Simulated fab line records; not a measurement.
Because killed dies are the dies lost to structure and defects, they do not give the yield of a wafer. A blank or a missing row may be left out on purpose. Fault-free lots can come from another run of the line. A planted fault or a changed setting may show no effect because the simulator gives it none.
Which tool was responsible? :: flow nandHarc :: 7 lots with 21 wafers sampled at 4 steps, on a route of 1302 steps

## WHAT EACH GAUGE READ, for each wafer
NHARC_THIN_TSV_CD_MEAS_37.
lot: L781
measured: day 24 12:03
on: cdSem-01
cdNm (nm): 4996.3 5000.1 4997.2

lot: L783
measured: day 25 03:39
on: cdSem-02
cdNm (nm): 4999.4 4999.7 4999.8

lot: L784
measured: day 25 18:07
on: cdSem-03
cdNm (nm): 4995.6 4996.7 4999.4

lot: L788
measured: day 26 18:02
on: cdSem-01
cdNm (nm): 4997.6 5002.5 5000.5

lot: L790
measured: day 28 08:01
on: cdSem-02
cdNm (nm): 4997.2 4996.2 5002.3

lot: L794
measured: day 29 23:18
on: cdSem-02
cdNm (nm): 4998.4 4997.7 4999.1

lot: L798
measured: day 31 06:36
on: cdSem-01
cdNm (nm): 4998.3 4993.6 4995.5

## WHAT TOOL EACH LOT RAN ON (gives the tool, then ch and the chambers of the sampled wafers, and finally the start)
lot: L781
NHARC_P_M1_ECD_22: ecdCu-02 ch 0,1, day 6 18:04
NHARC_A_BONDPAD_DESCUM_11: rieDiel-07 ch 0,2,3, day 23 13:05
NHARC_THIN_TSV_PRE_CLEAN_50: pvdSputter-03, day 24 12:03 or earlier

lot: L783
NHARC_P_M1_ECD_22: ecdCu-01 ch 0,1, day 7 14:00
NHARC_A_BONDPAD_DESCUM_11: rieDiel-07 ch 0,2,3, day 24 04:17
NHARC_THIN_TSV_PRE_CLEAN_50: pvdSputter-01, day 25 03:39 or earlier

lot: L784
NHARC_P_M1_ECD_22: ecdCu-02 ch 0, day 8 04:25
NHARC_A_BONDPAD_DESCUM_11: rieDiel-09 ch 0,2, day 24 18:04
NHARC_THIN_TSV_PRE_CLEAN_50: pvdSputter-02, day 25 18:07 or earlier

lot: L788
NHARC_P_M1_ECD_22: ecdCu-01 ch 0,1, day 9 14:42
NHARC_A_BONDPAD_DESCUM_11: rieDiel-09 ch 0,1, day 25 21:35
NHARC_THIN_TSV_PRE_CLEAN_50: pvdSputter-01, day 26 18:02 or earlier

lot: L790
NHARC_P_M1_ECD_22: ecdCu-02 ch 0,1, day 10 19:25
NHARC_A_BONDPAD_DESCUM_11: rieDiel-07 ch 1,2, day 27 12:59
NHARC_THIN_TSV_PRE_CLEAN_50: pvdSputter-01, day 28 08:01 or earlier

lot: L794
NHARC_P_M1_ECD_22: ecdCu-01 ch 0,1, day 12 12:23
NHARC_A_BONDPAD_DESCUM_11: rieDiel-08 ch 1,2,3, day 29 00:56
NHARC_THIN_TSV_PRE_CLEAN_50: pvdSputter-02, day 29 23:18 or earlier

lot: L798
NHARC_P_M1_ECD_22: ecdCu-01 ch 0,1, day 13 17:56
NHARC_A_BONDPAD_DESCUM_11: rieDiel-09 ch 2,3, day 30 05:41
NHARC_THIN_TSV_PRE_CLEAN_50: pvdSputter-01, day 31 06:36 or earlier
- NHARC_P_M1_ECD_22: material Cu, target thk 400 nm.
- NHARC_A_BONDPAD_DESCUM_11: chemistry O2, time 3 s.
- NHARC_THIN_TSV_PRE_CLEAN_50: time 30 s.

## THE ANSWER, worked out from the rows above alone
Rule: the usual values come from the lots themselves. The widest of any qualifying gaps counts: lots, ordered by their means at a reading, are off when they make up no more than a third of the lots, leave a main group of 4 or more, and stand apart from it by 3 or more times the standard deviation of that group's means. A main group whose means are all the same, to the digits that the tables above print for the reading, isn't used. A lot without any number at a reading at which 4 lots or more have one is off too. The other lots that the step has rows for count as sound.
No lot is off at any reading shown: from this, nothing can be told.

## WHAT THE SIMULATOR PUT IN
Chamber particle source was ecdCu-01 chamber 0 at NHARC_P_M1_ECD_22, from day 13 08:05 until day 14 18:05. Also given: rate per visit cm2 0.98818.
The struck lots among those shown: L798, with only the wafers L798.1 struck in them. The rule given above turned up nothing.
